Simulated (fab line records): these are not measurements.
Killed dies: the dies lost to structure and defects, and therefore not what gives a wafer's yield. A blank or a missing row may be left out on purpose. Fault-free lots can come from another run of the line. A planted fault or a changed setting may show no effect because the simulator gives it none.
fab line records | flow n5-finfet
[record] lots = 11 wafers = 33 last-day = 17
route steps=1938 shown BEOL_M11@1538 BEOL_M12@1602 PASSIVATION@1936
lots untouched by any fault: they come from a run of this same line in which no faults occurred
start-h: start of the lot's first displayed wafer, in hours after the record's first day | wait-h: hours since the lot's step before | " identical to the entry in the row above | L1.1+2: several wafers, shown together as one row | - no value, or no start given | * or withheld: withheld | < > ~ a bound
route shown NAME@n: a module of which the file shows steps, and the number in the route of the first | usual: mean/standard deviation of fault-free wafers | same: alike in all rows | chamber/n: place in a boat | sites: per-site readings | _std_site: standard deviation across them | _edge_site: inner sites' mean taken away from outer sites' mean | radius-mm: for every site, how far away it sits from the centre of the wafer | mask NAME#n: copy n | behind: the last tool/chamber to shape the wafer | hold: cause of the lot's hold/its duration in hours/its outcome | device: names the non-switching transistor (n, p or np) | end of line: tests of these same wafers at the route's end | a step with no rows: only its recipe | killed: not the wafer's yield, but the dies lost to structure and defects at the first sort | map: a wafer's dies, marking killed ones x, the rest . and places with no die _
set.NAME: the setting as run; set.NAME@STEP: as run at that earlier step | model.NAME: the simulator's own value behind a step, which no gauge read
route steps across a sampled set of lots; one table per step, one row per wafer
services: when a tool's chamber went out of use (start-h, in hours from the record's first day, below 0 if earlier), for how many hours, and the reason
[[steps]]
[step N5_BEOL_M11_THK_MEAS_01]
[recipe] reads = SiCOH_lowk_of_BEOL_M11_ILD_DEP_00
[usual] M11_ILD_THK = 268/4.7
// columns lot.wafer tool chamber start-h wait-h M11_ILD_THK[nm]
L595.2 film-metro-01 - 230.76 0.4 268
L595.3 " - " " 263
L595.6 " - " " 273
L596.1 film-metro-02 - 231.58 0.4 269
L596.3 " - " " 270
L596.6 " - " " 271
L597.1 film-metro-02 - 240.29 0.4 261
L597.5 " - " " 271
L597.6 " - " " 263
L598.3 film-metro-01 - 242.17 0.3 266
L598.4 " - " " 276
L598.5 " - " " 264
L599.2 film-metro-01 - 249.23 0.7 259
L599.4 " - " " 267
L599.6 " - " " 265
L603.1 film-metro-02 - 280.74 0.8 268
L603.3 " - " " 270
L603.6 " - " " 269
L610.1 film-metro-02 - 327.24 0.4 268
L610.3 " - " " 264
L610.5 " - " " 275
L612.3 film-metro-02 - 339.31 0.3 273
L612.5 " - " " 279
L612.6 " - " " 273
L614.1 film-metro-02 - 347.16 0.4 264
L614.2 " - " " 272
L614.4 " - " " 268
L615.1 film-metro-02 - 355.04 0.4 258
L615.5 " - " " 267
L615.6 " - " " 266
L616.2 film-metro-01 - 356.48 0.7 272
L616.5 " - " " 272
L616.6 " - " " 270
[step N5_BEOL_M11_DESCUM_33]
[recipe] chemistry = O2 time-s = 7.9 source-power-w = 50 bias-power-w = 20 pressure-mtorr = 20 rf-frequency-hz = 2.712e+07 temp-c = 40 resist = CAR-ArF o2-flow-sccm = 225
[usual] drypump-motor-current-A = 5.7/0.35 oes-product-au = 0.82/0.068 rf-vpp-V = 243.4/1.2 showerhead-plenum-p-Torr = 2.11/0.05 throttle-valve-pct = 20.29/0.27
// columns lot.wafer tool chamber start-h wait-h drypump-motor-current-A oes-product-au rf-hours-counter-h rf-vpp-V showerhead-plenum-p-Torr throttle-valve-pct
L595.2 rie-diel-04 2 236.35 0.0 6.0 0.95 17 243.8 2.14 20.53
L595.3 " 3 " " 6.1 0.81 127 243.7 2.12 20.15
L595.6 " 3 " " 6.1 0.82 - 242.7 2.12 20.14
L596.1 rie-diel-04 3 237.96 0.0 6.1 0.82 128 243.0 2.12 20.15
L596.3 " 2 " " 6.0 0.93 17 243.7 2.14 20.52
L596.6 " 2 " " 6.0 0.95 - 243.6 2.14 20.52
L597.1 rie-diel-05 0 244.47 0.1 5.0 0.69 234 244.2 2.16 20.39
L597.5 " 1 " " 5.6 0.86 - 244.4 2.13 20.27
L597.6 " 0 " " 5.0 0.69 - 244.3 2.16 20.39
L598.3 rie-diel-01 3 244.75 0.2 6.2 0.90 - 241.3 2.05 20.07
L598.4 " 1 " " 5.7 0.83 - 244.5 2.22 20.48
L598.5 " 3 " " 6.2 0.90 - 241.3 2.05 20.06
L599.2 rie-diel-04 1 253.17 0.0 5.0 0.73 190 244.2 2.14 20.07
L599.4 " 2 " " 6.0 0.93 22 244.6 2.14 20.51
L599.6 " 0 " " 5.4 0.74 - 244.0 2.14 20.33
L603.1 rie-diel-04 0 285.70 0.0 5.4 0.73 208 243.8 2.14 20.34
L603.3 " 3 " " 6.1 0.80 145 243.2 2.12 20.16
L603.6 " 0 " " 5.4 0.73 - 244.8 2.14 20.34
L610.1 rie-diel-04 0 329.06 0.0 5.4 0.71 221 243.9 2.13 20.37
L610.3 " 2 " " 6.0 0.88 48 243.8 2.13 20.56
L610.5 " 3 " " 6.1 0.78 - 244.1 2.11 20.19
L612.3 rie-diel-05 1 342.32 0.0 5.6 0.80 92 244.2 2.12 20.34
L612.5 " 1 " " 5.6 0.81 - 243.5 2.12 20.31
L612.6 " 2 " " 5.7 0.84 - 243.1 2.11 20.09
L614.1 rie-diel-01 2 351.55 0.3 5.8 0.83 88 241.0 2.06 20.84
L614.2 " 1 " " 5.7 0.80 113 242.5 2.20 20.55
L614.4 " 3 " " 6.2 0.84 53 242.3 2.04 20.11
L615.1 rie-diel-05 2 358.55 0.0 5.7 0.84 77 243.2 2.10 20.10
L615.5 " 1 " " 5.6 0.80 - 244.0 2.11 20.33
L615.6 " 2 " " 5.7 0.84 - 241.7 2.10 20.08
L616.2 rie-diel-05 1 359.01 0.3 5.6 0.81 98 244.9 2.11 20.32
L616.5 " 3 " " 5.8 0.81 - 244.2 2.11 19.76
L616.6 " 0 " " 5.0 0.96 - 244.3 2.15 20.12
[step N5_BEOL_M11_ALD_74]
[recipe] material = TaN target-thk-a = 20 temp-c = 275 ald-precursor-family = PDMAT ald-co-reactant = NH3 pressure-torr = 3 carrier-flow-sccm = 1500 pulse-time-s = 2 purge-time-s = 3 co-reactant-purge-time-s = 2 co-reactant-pulse-time-s = 3 ald-cycles = 40 precursor-vessel-temp-c = 75 precursor-vessel-pressure-torr = 26.25 precursor-vessel-carrier-sccm = 1000
[usual] ald-cycles = 40/0 heater-power-w = 407/48
[same] pulse-time-s = 2
// columns lot.wafer tool chamber start-h wait-h ald-cycles heater-power-w since-wet-clean-h
L595.2 ald-metal-01 0 237.50 0.0 40 360 6054
L595.3 " 2 " " 40 369 6054
L595.6 " 1 " " 40 370 -
L596.1 ald-metal-04 3 239.18 0.0 40 432 1440
L596.3 " 0 " " 40 408 1440
L596.6 " 3 " " 40 427 -
L597.1 ald-metal-03 3 245.81 0.0 40 453 2986
L597.5 " 0 " " 40 411 -
L597.6 " 3 " " 40 442 -
L598.3 ald-metal-03 2 246.57 0.1 40 512 2986
L598.4 " 3 " " 40 447 2986
L598.5 " 3 " " 40 439 -
L599.2 ald-metal-03 2 257.33 0.0 40 505 2997
L599.4 " 3 " " 40 440 -
L599.6 " 0 " " 40 402 -
L603.1 ald-metal-01 3 287.48 0.1 40 436 6104
L603.3 " 0 " " 40 362 6104
L603.6 " 1 " " 42 369 -
L610.1 ald-metal-04 3 330.28 0.0 40 429 1532
L610.3 " 1 " " 40 461 1532
L610.5 " 0 " " 40 398 -
L612.3 ald-metal-04 2 343.84 0.4 40 388 1545
L612.5 " 1 " " 40 450 -
L612.6 " 2 " " 40 387 -
L614.1 ald-metal-01 0 352.85 0.1 40 345 2
L614.2 " 2 " " 40 363 2
L614.4 " 3 " " 40 451 -
L615.1 ald-metal-04 0 360.14 0.0 40 406 1561
L615.5 " 0 " " 40 411 -
L615.6 " 3 " " 40 437 -
L616.2 ald-metal-01 1 362.47 0.0 40 318 11
L616.5 " 3 " " 40 445 -
L616.6 " 2 " " 40 370 -
[step N5_BEOL_M12_ILD_DEP_00]
[recipe] material = SiOC target-thk-a = 6589.2 temp-c = 350 precursor = DEMS/O2 pressure-torr = 5 rf-w = 500 time-s = 130.7
[usual] heater-power-w = 491/77 showerhead-plenum-p-Torr = 5.697/0.014 showerhead-vpp-V = 1349/40 throttle-valve-pct = 12.0/0.59
// columns lot.wafer tool chamber start-h wait-h heater-power-w showerhead-plenum-p-Torr showerhead-vpp-V since-wet-clean-h throttle-valve-pct
L595.2 pecvd-04 1 240.24 0.0 416 5.701 1358 1850 12.5
L595.3 " 0 " " 511 5.693 1299 1125 11.8
L595.6 " 1 " " 449 5.711 1333 - 12.5
L596.1 pecvd-04 1 242.53 0.0 415 5.716 1314 1853 12.4
L596.3 " 0 " " 589 5.693 1313 1128 11.9
L596.6 " 1 " " 431 5.706 1305 - 12.5
L597.1 pecvd-04 2 247.39 0.0 547 5.719 1429 379 11.5
L597.5 " 2 " " 429 5.699 1407 - 11.2
L597.6 " 0 " " 626 5.690 1299 - 12.2
L598.3 pecvd-03 1 249.58 0.0 353 5.702 1342 1497 13.2
L598.4 " 1 " " 389 5.714 1327 - 13.0
L598.5 " 0 " " 558 5.693 1351 - 12.1
L599.2 pecvd-03 2 258.97 0.0 435 5.679 1417 28 11.1
L599.4 " 2 " " 442 5.699 1426 - 11.1
L599.6 " 0 " " 540 5.685 1335 - 11.9
L603.1 pecvd-04 2 289.56 0.0 506 5.688 1410 421 11.1
L603.3 " 0 " " 582 5.708 1337 1175 12.1
L603.6 " 2 " " 529 5.701 1413 - 11.5
L610.1 pecvd-02 1 332.11 0.0 599 5.689 1342 1761 12.8
L610.3 " 2 " " 327 5.678 1298 282 11.7
L610.5 " 1 " " 639 5.692 1349 - 12.9
L612.3 pecvd-02 1 345.98 0.0 528 5.667 1341 1775 12.8
L612.5 " 2 " " 413 5.675 1322 - 11.6
L612.6 " 1 " " 562 5.683 1365 - 12.6
L614.1 pecvd-04 1 354.71 0.0 396 5.708 1334 1965 12.4
L614.2 " 2 " " 464 5.708 1412 486 11.4
L614.4 " 0 " " 613 5.702 1316 - 11.9
L615.1 pecvd-04 0 363.10 0.0 585 5.705 1315 1248 12.0
L615.5 " 1 " " 410 5.697 1319 - 12.8
L615.6 " 2 " " 516 5.700 1422 - 11.4
L616.2 pecvd-02 1 364.10 0.0 610 5.704 1339 1793 12.7
L616.5 " 1 " " 634 5.674 1368 - 12.7
L616.6 " 2 " " 393 5.675 1317 - 11.1
[step N5_PASSIVATION_PROBE_49]
[usual] defect-limited-yield = 91.4/1.4 killed_at_M0_to_M3 = 34/8.9 killed_at_M4_up = 13/4.6 killed-at-contacts = 12/5.5 killed-at-front-end = 41/11 killed-at-other = 3.1/2.9 killed-dies = 102/16 killed-on-rim = 13/4.2 killed-open = 66/11 killed-short = 34/7.6 sort_bin_5_function = 5.1/0.89 sort_bin_6_memory = 3.2/0.61 sort_bin_8_speed = 0.02/0.12 sort-n-pass = 1078/16
[same] gross-dies = 1180 killed-at-back-side = 0 sort_bin_4_leakage[%] = 0
// columns lot.wafer tool chamber start-h wait-h defect-limited-yield[%] killed_at_M0_to_M3 killed_at_M4_up killed-at-contacts killed-at-front-end killed-at-other killed-dies killed-on-rim killed-open killed-short sort_bin_5_function[%] sort_bin_6_memory[%] sort_bin_8_speed[%] sort-n-pass
L595.2 prober-01 - 277.57 0.1 91.8 38 14 12 31 2 97 19 68 28 4.7 3.3 0 1083
L595.3 prober-01 - 277.62 0.1 90.8 32 11 13 50 2 108 12 67 31 5.3 2.7 0 1072
L595.6 prober-01 - 277.77 0.3 92.4 31 14 2 42 1 90 12 67 22 4.2 3.4 0 1090
L599.2 prober-01 - 297.28 0.1 89.5 35 12 13 61 3 124 21 78 40 6.3 3.4 0 1056
L599.4 prober-01 - 297.38 0.2 90.5 40 13 21 34 4 112 22 70 42 5.3 4.0 0 1068
L599.6 prober-01 - 297.48 0.3 92.9 20 19 2 41 2 84 15 62 18 4.2 2.3 0.08 1095
L612.3 prober-02 - 384.82 0.1 91.4 40 9 14 38 1 102 13 70 32 5.5 3.0 0 1078
L612.5 prober-02 - 384.92 0.2 91.2 38 19 7 39 1 104 16 71 33 5.2 3.5 0 1076
L612.6 prober-02 - 384.97 0.3 89.2 52 17 15 39 5 128 11 84 44 5.8 4.5 0 1052
L614.1 prober-02 - 391.92 0.0 92.0 44 16 5 25 4 94 9 54 37 4.7 2.7 0 1086
L614.2 prober-02 - 391.97 0.1 90.3 37 16 16 38 7 114 20 81 31 5.4 3.9 0 1066
L614.4 prober-02 - 392.07 0.2 91.4 32 10 11 48 0 101 14 60 41 5.3 2.9 0 1079
L615.1 prober-02 - 405.81 0.0 89.7 61 3 19 39 0 122 14 82 40 5.3 4.5 0 1058
L615.5 prober-02 - 406.01 0.2 91.5 44 8 8 39 1 100 11 73 27 4.9 3.2 0 1080
L615.6 prober-02 - 406.06 0.3 91.0 48 6 9 41 2 106 12 71 35 5.6 3.1 0 1074
L616.2 prober-01 - 407.83 0.1 92.8 25 14 7 38 1 85 14 45 38 3.8 2.5 0.17 1095
L616.5 prober-01 - 407.98 0.2 92.8 33 16 7 27 2 85 14 55 30 3.4 3.6 0 1095
L616.6 prober-01 - 408.03 0.3 91.1 42 19 6 36 2 105 18 63 42 5.6 3.1 0 1075
// killed by level:class
L595.2 MOL_CONTACT_COAG:geometric-particle:open=9 BEOL_M1:geometric-particle:open=9 FIN_SAQP:geometric-particle:open=8 BEOL_M2:geometric-particle:open=8 BEOL_M3:geometric-particle:open=6 BEOL_M4:geometric-particle:open=6 FIN_SAQP:geometric-particle:short=5 GATE_CUT:geometric-particle:short=5
L595.3 FIN_SAQP:geometric-particle:open=12 MOL_CONTACT_COAG:geometric-particle:open=12 BEOL_M0_SAQP:geometric-particle:short=10 FIN_SAQP:geometric-particle:short=9 HKMG_FIN:area-etch=9 BEOL_M3:geometric-particle:open=8 GATE_CUT:geometric-particle:short=6 DUMMY_GATE:geometric-particle:open=5
L595.6 BEOL_M3:geometric-particle:open=11 FIN_SAQP:geometric-particle:open=10 FIN_SAQP:geometric-particle:short=8 BEOL_M2:geometric-particle:open=6 STI_FIN_REVEAL:geometric-particle:open=5 BEOL_M0_SAQP:geometric-particle:open=5 BEOL_M7:geometric-particle:open=5 STARTING-WAFER:geometric-particle:open=5
L599.2 STI_FIN_REVEAL:geometric-particle:open=14 MOL_CONTACT_COAG:geometric-particle:open=11 FIN_SAQP:geometric-particle:short=8 BEOL_M0_SAQP:geometric-particle:short=8 BEOL_M0_SAQP:geometric-particle:open=8 BEOL_M1:geometric-particle:open=8 FIN_SAQP:geometric-particle:open=7 BEOL_M2:geometric-particle:open=7
L599.4 BEOL_M0_SAQP:geometric-particle:short=12 MOL_CONTACT_COAG:geometric-particle:open=11 MOL_CONTACT_COAG:geometric-particle:short=10 BEOL_M0_SAQP:geometric-particle:open=9 BEOL_M4:geometric-particle:open=9 BEOL_M2:geometric-particle:open=8 FIN_SAQP:geometric-particle:open=6 STI_FIN_REVEAL:geometric-particle:open=6
L599.6 STI_FIN_REVEAL:geometric-particle:open=16 BEOL_M4:geometric-particle:open=13 BEOL_M0_SAQP:geometric-particle:open=6 BEOL_M2:geometric-particle:open=6 STI_FIN_REVEAL:geometric-particle:short=4 BEOL_M1:geometric-particle:open=4 HKMG_FIN:area-etch=4 GATE_CUT:geometric-particle:short=3
L612.3 FIN_SAQP:geometric-particle:open=11 BEOL_M3:geometric-particle:open=10 MOL_CONTACT_COAG:geometric-particle:open=10 BEOL_M1:geometric-particle:open=10 BEOL_M0_SAQP:geometric-particle:short=8 DUMMY_GATE:geometric-particle:open=7 BEOL_M4:geometric-particle:open=5 DUMMY_GATE:geometric-particle:short=4
L612.5 BEOL_M0_SAQP:geometric-particle:open=9 FIN_SAQP:geometric-particle:open=8 BEOL_M0_SAQP:geometric-particle:short=8 MOL_CONTACT_COAG:geometric-particle:open=7 BEOL_M5:geometric-particle:open=7 STI_FIN_REVEAL:geometric-particle:open=6 DUMMY_GATE:geometric-particle:open=6 BEOL_M2:geometric-particle:open=5
L612.6 FIN_SAQP:geometric-particle:open=12 BEOL_M0_SAQP:geometric-particle:open=12 MOL_CONTACT_COAG:geometric-particle:open=11 BEOL_M0_SAQP:geometric-particle:short=11 BEOL_M3:geometric-particle:open=10 FIN_SAQP:geometric-particle:short=5 STARTING-WAFER:geometric-particle:open=5 BEOL_M2:geometric-particle:short=5
L614.1 BEOL_M0_SAQP:geometric-particle:short=14 BEOL_M0_SAQP:geometric-particle:open=9 BEOL_M1:geometric-particle:open=9 BEOL_M4:geometric-particle:open=8 BEOL_M3:geometric-particle:open=6 ILD0:geometric-particle:short=4 ILD0:geometric-particle:open=4 BEOL_M4:geometric-particle:short=4
L614.2 STI_FIN_REVEAL:geometric-particle:open=15 BEOL_M0_SAQP:geometric-particle:open=14 MOL_CONTACT_COAG:geometric-particle:open=14 BEOL_M4:geometric-particle:open=12 BEOL_M0_SAQP:geometric-particle:short=8 BEOL_M2:geometric-particle:open=5 FIN_SAQP:geometric-particle:short=4 STARTING-WAFER:geometric-particle:short=4
L614.4 STI_FIN_REVEAL:geometric-particle:open=9 BEOL_M0_SAQP:geometric-particle:open=9 ILD0:geometric-particle:short=8 BEOL_M0_SAQP:geometric-particle:short=7 MOL_CONTACT_COAG:geometric-particle:open=7 BEOL_M3:geometric-particle:open=7 FIN_SAQP:geometric-particle:open=6 FIN_SAQP:geometric-particle:short=5
L615.1 BEOL_M0_SAQP:geometric-particle:open=16 MOL_CONTACT_COAG:geometric-particle:open=15 FIN_SAQP:geometric-particle:open=13 BEOL_M2:geometric-particle:open=13 BEOL_M0_SAQP:geometric-particle:short=10 FIN_SAQP:geometric-particle:short=6 BEOL_M3:geometric-particle:open=5 STI_FIN_REVEAL:geometric-particle:open=4
L615.5 BEOL_M2:geometric-particle:open=12 BEOL_M3:geometric-particle:open=12 FIN_SAQP:geometric-particle:short=9 FIN_SAQP:geometric-particle:open=9 MOL_CONTACT_COAG:geometric-particle:open=8 BEOL_M0_SAQP:geometric-particle:open=8 BEOL_M0_SAQP:geometric-particle:short=7 STI_FIN_REVEAL:geometric-particle:open=7
L615.6 BEOL_M0_SAQP:geometric-particle:open=14 FIN_SAQP:geometric-particle:open=13 BEOL_M2:geometric-particle:open=12 BEOL_M0_SAQP:geometric-particle:short=7 FIN_SAQP:geometric-particle:short=6 DUMMY_GATE:geometric-particle:open=6 MOL_CONTACT_COAG:geometric-particle:open=6 GATE_CUT:geometric-particle:short=5
L616.2 STI_FIN_REVEAL:geometric-particle:open=8 MOL_CONTACT_COAG:geometric-particle:open=6 DUMMY_GATE:geometric-particle:open=5 BEOL_M0_SAQP:geometric-particle:short=5 BEOL_M3:geometric-particle:short=5 FIN_SAQP:geometric-particle:open=4 FIN_SAQP:geometric-particle:short=4 BEOL_M0_SAQP:geometric-particle:open=4
L616.5 BEOL_M4:geometric-particle:open=12 BEOL_M3:geometric-particle:open=9 BEOL_M0_SAQP:geometric-particle:short=8 BEOL_M0_SAQP:geometric-particle:open=6 STI_FIN_REVEAL:geometric-particle:open=5 STARTING-WAFER:geometric-particle:short=5 MOL_CONTACT_COAG:geometric-particle:open=4 STARTING-WAFER:geometric-particle:open=4
L616.6 BEOL_M0_SAQP:geometric-particle:short=11 STI_FIN_REVEAL:geometric-particle:open=7 BEOL_M0_SAQP:geometric-particle:open=7 BEOL_M3:geometric-particle:open=7 FIN_SAQP:geometric-particle:open=6 BEOL_M4:geometric-particle:open=6 FIN_SAQP:geometric-particle:short=5 BEOL_M1:geometric-particle:short=5
[[services]]
// columns tool chamber start-h hours kind
rie-diel-05 0 231.27 1.3 repair
rie-diel-01 2 241.99 4.6 repair
ald-metal-03 0 251.81 3.2 repair
ald-metal-03 1 254.75 14.2 repair
pecvd-02 1 261.67 13.0 repair
pecvd-03 - 262.39 14.6 pm
rie-diel-01 2 279.08 5.3 repair
pecvd-03 0 282.40 9.6 repair
rie-diel-05 0 301.90 5.6 repair
ald-metal-04 - 304.74 6.0 pm
pecvd-04 - 307.90 2.5 repair
pecvd-03 2 311.14 10.7 repair
ald-metal-01 - 319.58 0.7 repair
rie-diel-05 0 319.78 - clean
rie-diel-05 0 319.78 - consumable-replace:focus-ring
rie-diel-05 0 319.78 18.1 scheduled-down
rie-diel-05 0 319.78 18.1 vent-cycle
ald-metal-03 - 327.63 0.4 repair
ald-metal-01 - 337.35 14.0 pm
rie-diel-01 3 339.32 3.9 repair
ald-metal-03 2 346.96 3.7 repair
pecvd-02 - 348.21 5.5 pm
rie-diel-05 1 352.70 1.2 repair
rie-diel-01 2 358.50 3.5 repair
[[key]]
[first-sign] step = N5_BEOL_M11_ALD_74 reading = ald-cycles direction = up sigmas = 99+ usual = * struck = *
effect none on later readings
met-at N5_BEOL_M11_ALD_74
struck-lots L603
struck-wafers L603.6
[baseline-loss] step = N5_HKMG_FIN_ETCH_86 wafers = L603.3
not-acting-at N5_BEOL_M11_THK_MEAS_01,N5_BEOL_M11_DESCUM_33,N5_BEOL_M12_ILD_DEP_00
onset-between 237.50 287.48
[fault] kind = process-parameter-drift tool = ald-metal-01 chamber = - onset-h = 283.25 steps = N5_BEOL_M11_ALD_74 channel = ald-cycles offset = * shape = step end-h = 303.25 scope = struck-wafers-only acts-in = * stated = *
// baseline-loss: these wafers lose ten dies or more at that step, a loss of the line's own and not of a fault; the sort's usual values leave them out
